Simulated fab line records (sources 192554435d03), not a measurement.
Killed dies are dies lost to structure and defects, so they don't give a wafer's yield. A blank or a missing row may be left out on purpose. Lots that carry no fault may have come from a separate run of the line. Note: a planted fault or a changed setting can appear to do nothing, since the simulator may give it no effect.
Which of the tools did it? :: flow n5 finfet :: 30 wafers from 11 lots sampled at 3 of the route's 1938 steps

WHAT EACH GAUGE READ, for each wafer
N5_MIM_TOP_LITHO_CD_MEAS_08: the cd target is 2000 nm. Usual: cd nm 2000.7 nm, standard deviation 1.5.
lot: L375
measured: day 13 08:50
on: cd sem-02
cd nm (nm): 1999.8 2000.6
flag: 

lot: L377
measured: day 14 11:10
on: cd sem-01
cd nm (nm): 1998.2 2001.3 2000.5
flag: 

lot: L379
measured: day 14 15:23
on: cd sem-01
cd nm (nm): 2004.5 2002.8 2003.9
flag: 

lot: L380
measured: day 14 21:49
on: cd sem-01
cd nm (nm): 2000.1 1998.1 1999.1
flag: 

lot: L381
measured: day 15 02:11
on: cd sem-01
cd nm (nm): 2013.0 2012.7
flag: OFF

lot: L382
measured: day 15 16:53
on: cd sem-03
cd nm (nm): 2014.7 2001.0
flag: OFF

lot: L383
measured: day 16 02:44
on: cd sem-03
cd nm (nm): 2000.6 2002.3 2013.9
flag: OFF

lot: L391
measured: day 17 19:24
on: cd sem-03
cd nm (nm): 2001.5 1999.9 2001.4
flag: 

lot: L393
measured: day 18 15:02
on: cd sem-02
cd nm (nm): 2003.1 2000.1 2003.2
flag: 

lot: L394
measured: day 18 21:40
on: cd sem-02
cd nm (nm): 2001.4 2001.0 2002.8
flag: 

lot: L396
measured: day 18 22:13
on: cd sem-02
cd nm (nm): 2001.0 2000.9 2000.4
flag: 

WHAT TOOL EACH LOT RAN ON (gives the tool, then ch and the chambers of the sampled wafers, and finally the start)
lot: L375
N5_MIM_BOT_DEGAS_01: pvd sputter-03, day 13 07:41
N5_MIM_TOP_LITHO_PEB_06: litho track-05 ch 0, day 13 08:43

lot: L377
N5_MIM_BOT_DEGAS_01: pvd sputter-03, day 14 09:44
N5_MIM_TOP_LITHO_PEB_06: litho track-01 ch 0, day 14 11:03

lot: L379
N5_MIM_BOT_DEGAS_01: pvd sputter-02, day 14 13:50
N5_MIM_TOP_LITHO_PEB_06: litho track-01 ch 0, day 14 15:16

lot: L380
N5_MIM_BOT_DEGAS_01: pvd sputter-03, day 14 20:41
N5_MIM_TOP_LITHO_PEB_06: litho track-02 ch 0, day 14 21:41

lot: L381
N5_MIM_BOT_DEGAS_01: pvd sputter-01, day 15 00:38
N5_MIM_TOP_LITHO_PEB_06: litho track-01 ch 0, day 15 02:04

lot: L382
N5_MIM_BOT_DEGAS_01: pvd sputter-03, day 15 15:27
N5_MIM_TOP_LITHO_PEB_06: litho track-01 ch 0, day 15 16:46

lot: L383
N5_MIM_BOT_DEGAS_01: pvd sputter-03, day 16 01:39
N5_MIM_TOP_LITHO_PEB_06: litho track-01 ch 0, day 16 02:37

lot: L391
N5_MIM_BOT_DEGAS_01: pvd sputter-03, day 17 17:53
N5_MIM_TOP_LITHO_PEB_06: litho track-05 ch 0, day 17 19:17

lot: L393
N5_MIM_BOT_DEGAS_01: pvd sputter-02, day 18 13:35
N5_MIM_TOP_LITHO_PEB_06: litho track-01 ch 0, day 18 14:54

lot: L394
N5_MIM_BOT_DEGAS_01: pvd sputter-01, day 18 19:52
N5_MIM_TOP_LITHO_PEB_06: litho track-01 ch 0, day 18 21:33

lot: L396
N5_MIM_BOT_DEGAS_01: pvd sputter-01, day 18 20:11
N5_MIM_TOP_LITHO_PEB_06: litho track-01 ch 0, day 18 22:06
- N5_MIM_BOT_DEGAS_01: time 60 s.
- N5_MIM_TOP_LITHO_PEB_06

WHAT THE TOOLS THEMSELVES READ (means of the sampled wafers that have a number; where no wafer has one, the mark that the record gives instead)
N5_MIM_BOT_DEGAS_01. Usual: heater power w 471 W, standard deviation 29.
lot: L375
tool: pvd sputter-03
heater power w (W): 480
flag: 

lot: L377
tool: pvd sputter-03
heater power w (W): 475
flag: 

lot: L379
tool: pvd sputter-02
heater power w (W): 472
flag: 

lot: L380
tool: pvd sputter-03
heater power w (W): 489
flag: 

lot: L381
tool: pvd sputter-01
heater power w (W): 472
flag: 

lot: L382
tool: pvd sputter-03
heater power w (W): 454
flag: 

lot: L383
tool: pvd sputter-03
heater power w (W): 471
flag: 

lot: L391
tool: pvd sputter-03
heater power w (W): 469
flag: 

lot: L393
tool: pvd sputter-02
heater power w (W): 478
flag: 

lot: L394
tool: pvd sputter-01
heater power w (W): 460
flag: 

lot: L396
tool: pvd sputter-01
heater power w (W): 475
flag: 

THE ANSWER, worked out from the rows above alone
Rule: a lot is off if the mean of its wafers that have a number lies more than 3 standard deviations from the usual mean. A lot without any number at a reading at which 4 lots or more have one is off too. Where the step has rows for the other lots, those lots are counted as sound. The gauges are gone through in route order, then the tools' own readings, and for those a lot's mean is taken as printed above. At the first step where some lot is off, the reading lying furthest off is the one used; lots without a number count as furthest.
Off: L381, L382, L383, at N5_MIM_TOP_LITHO_CD_MEAS_08 (cd nm).
A tool fits if, at a process step before that reading, it ran every lot that is off, and no sound lot after the first of them. Gauges at N5_MIM_TOP_LITHO_CD_MEAS_08: tried the same way as those tools. Not one of the candidates tried fits.

WHAT THE SIMULATOR HAD INSERTED
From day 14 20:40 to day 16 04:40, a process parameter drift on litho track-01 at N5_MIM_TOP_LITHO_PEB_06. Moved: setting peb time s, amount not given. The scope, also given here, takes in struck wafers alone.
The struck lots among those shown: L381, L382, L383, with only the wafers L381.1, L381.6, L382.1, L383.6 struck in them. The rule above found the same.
